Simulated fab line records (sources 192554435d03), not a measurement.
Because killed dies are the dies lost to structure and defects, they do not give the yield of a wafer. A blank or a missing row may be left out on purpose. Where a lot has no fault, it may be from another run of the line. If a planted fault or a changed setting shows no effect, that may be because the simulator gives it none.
Split-lot study :: flow n5_finfet :: 7 lots, 21 wafers read, on a route of 1938 steps

THE SPLIT
At N5_MIM_TOP_ALD_01 (deposits HfO2, target thk 5.6 nm, pulse time 1 s, purge time 3 s), the setting ald_cycles was moved away from the recipe's 62 on 8 of the 21 wafers read, by -12.9% to +11.3%. This setting was run at the recipe's value on the other wafers.

The split's own step is where the reading is taken.

THE READING
HfO2_of_MIM_TOP_ALD_01.thk_nm (the simulator's own value, which no gauge read), in nm, at N5_MIM_TOP_ALD_01 (deposits HfO2, target thk 5.6 nm, pulse time 1 s, purge time 3 s). There is no usual value for it anywhere in the file.

wafer: L077.4
tool, chamber at the split: ald_hk-02, 3
ald_cycles as run: 54
against the recipe: -12.9%
HfO2_of_MIM_TOP_ALD_01.thk_nm, nm: 4.8
against lot-mates on the recipe: -0.8

wafer: L077.5
tool, chamber at the split: ald_hk-02, 3
ald_cycles as run: 54
against the recipe: -12.9%
HfO2_of_MIM_TOP_ALD_01.thk_nm, nm: 4.8
against lot-mates on the recipe: -0.8

wafer: L077.6
tool, chamber at the split: ald_hk-02, 2
ald_cycles as run: 62
against the recipe: recipe
HfO2_of_MIM_TOP_ALD_01.thk_nm, nm: 5.6
against lot-mates on the recipe: -

wafer: L082.3
tool, chamber at the split: ald_hk-03, 2,0,3
ald_cycles as run: 62
against the recipe: recipe
HfO2_of_MIM_TOP_ALD_01.thk_nm, nm: 5.6
against lot-mates on the recipe: -

wafer: L082.4
tool, chamber at the split: ald_hk-03, 2,0,3
ald_cycles as run: 62
against the recipe: recipe
HfO2_of_MIM_TOP_ALD_01.thk_nm, nm: 5.6
against lot-mates on the recipe: -

wafer: L082.5
tool, chamber at the split: ald_hk-03, 2,0,3
ald_cycles as run: 62
against the recipe: recipe
HfO2_of_MIM_TOP_ALD_01.thk_nm, nm: 5.6
against lot-mates on the recipe: -

wafer: L084.2
tool, chamber at the split: ald_hk-02, 2,0
ald_cycles as run: 62
against the recipe: recipe
HfO2_of_MIM_TOP_ALD_01.thk_nm, nm: 5.6
against lot-mates on the recipe: -

wafer: L084.5
tool, chamber at the split: ald_hk-02, 2,0
ald_cycles as run: 62
against the recipe: recipe
HfO2_of_MIM_TOP_ALD_01.thk_nm, nm: 5.6
against lot-mates on the recipe: -

wafer: L084.4
tool, chamber at the split: ald_hk-02, 3
ald_cycles as run: 69
against the recipe: +11.3%
HfO2_of_MIM_TOP_ALD_01.thk_nm, nm: 6.2
against lot-mates on the recipe: +0.6

wafer: L089.2
tool, chamber at the split: ald_hk-03, 1,0
ald_cycles as run: 62
against the recipe: recipe
HfO2_of_MIM_TOP_ALD_01.thk_nm, nm: 5.6
against lot-mates on the recipe: -

wafer: L089.4
tool, chamber at the split: ald_hk-03, 1,0
ald_cycles as run: 62
against the recipe: recipe
HfO2_of_MIM_TOP_ALD_01.thk_nm, nm: 5.6
against lot-mates on the recipe: -

wafer: L089.6
tool, chamber at the split: ald_hk-03, 2
ald_cycles as run: 56
against the recipe: -9.7%
HfO2_of_MIM_TOP_ALD_01.thk_nm, nm: 5
against lot-mates on the recipe: -0.6

wafer: L093.1
tool, chamber at the split: ald_hk-03, 3
ald_cycles as run: 62
against the recipe: recipe
HfO2_of_MIM_TOP_ALD_01.thk_nm, nm: 5.6
against lot-mates on the recipe: -

wafer: L093.2
tool, chamber at the split: ald_hk-03, 2,0
ald_cycles as run: 57
against the recipe: -8.1%
HfO2_of_MIM_TOP_ALD_01.thk_nm, nm: 5.2
against lot-mates on the recipe: -0.4

wafer: L093.4
tool, chamber at the split: ald_hk-03, 2,0
ald_cycles as run: 57
against the recipe: -8.1%
HfO2_of_MIM_TOP_ALD_01.thk_nm, nm: 5.2
against lot-mates on the recipe: -0.4

wafer: L096.2
tool, chamber at the split: ald_hk-02, 2
ald_cycles as run: 62
against the recipe: recipe
HfO2_of_MIM_TOP_ALD_01.thk_nm, nm: 5.6
against lot-mates on the recipe: -

wafer: L096.5
tool, chamber at the split: ald_hk-02, 2,1
ald_cycles as run: 67
against the recipe: +8.1%
HfO2_of_MIM_TOP_ALD_01.thk_nm, nm: 6
against lot-mates on the recipe: +0.4

wafer: L096.6
tool, chamber at the split: ald_hk-02, 2,1
ald_cycles as run: 67
against the recipe: +8.1%
HfO2_of_MIM_TOP_ALD_01.thk_nm, nm: 6
against lot-mates on the recipe: +0.4

wafer: L097.1
tool, chamber at the split: ald_hk-01, 2,0,2
ald_cycles as run: 62
against the recipe: recipe
HfO2_of_MIM_TOP_ALD_01.thk_nm, nm: 5.6
against lot-mates on the recipe: -

wafer: L097.2
tool, chamber at the split: ald_hk-01, 2,0,2
ald_cycles as run: 62
against the recipe: recipe
HfO2_of_MIM_TOP_ALD_01.thk_nm, nm: 5.6
against lot-mates on the recipe: -

wafer: L097.5
tool, chamber at the split: ald_hk-01, 2,0,2
ald_cycles as run: 62
against the recipe: recipe
HfO2_of_MIM_TOP_ALD_01.thk_nm, nm: 5.6
against lot-mates on the recipe: -
Where a row lists several chambers, the file gives one row for several wafers and doesn't say which wafer went through which chamber.

THE FIT
A straight line over all 21 wafers: HfO2_of_MIM_TOP_ALD_01.thk_nm changes by +0.0563 nm for each +1% of ald_cycles; r = +1.00; the points scatter about the line by 0.036 nm.
The same after taking each lot's own level away (the mean of its wafers on the recipe; 21 wafers): +0.0563 nm for each +1%; r = +1.00; scatter 0.036 nm.
According to that fit, moving ald_cycles by its largest amount changes the reading by 0.73 nm.
The lots' own levels span 5.60 to 5.60 nm.
The two slopes are in agreement: the lot-to-lot level therefore moves the slope only a little.
Check: -0.72 nm against its lot-mates is what the line predicts for one of the wafers moved furthest among these (-12.9%) when that wafer is left out of the fit. It came out at -0.8 nm against them.

OTHER SPLITS APPLIED TO THESE WAFERS
Note: prior to the reading, these wafers also went through further splits. Each is held against what the fit with the lots' levels taken away leaves over:
other split on the same wafers: N5_BEOL_M13_ETCH_67 bias_w
wafers away from the commonest value: 9
r with HfO2_of_MIM_TOP_ALD_01.thk_nm (lot level and that fit taken away): -0.02

other split on the same wafers: N5_BEOL_M15_ILD_DEP_00 time_s
wafers away from the commonest value: 9
r with HfO2_of_MIM_TOP_ALD_01.thk_nm (lot level and that fit taken away): -0.49

other split on the same wafers: N5_BEOL_M15_COAT_04 spin_rpm
wafers away from the commonest value: 5
r with HfO2_of_MIM_TOP_ALD_01.thk_nm (lot level and that fit taken away): -0.19

THE FILE'S OWN FIT
HfO2_of_MIM_TOP_ALD_01.thk_nm changes by +0.0567 nm for each +1% of ald_cycles, r = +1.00.
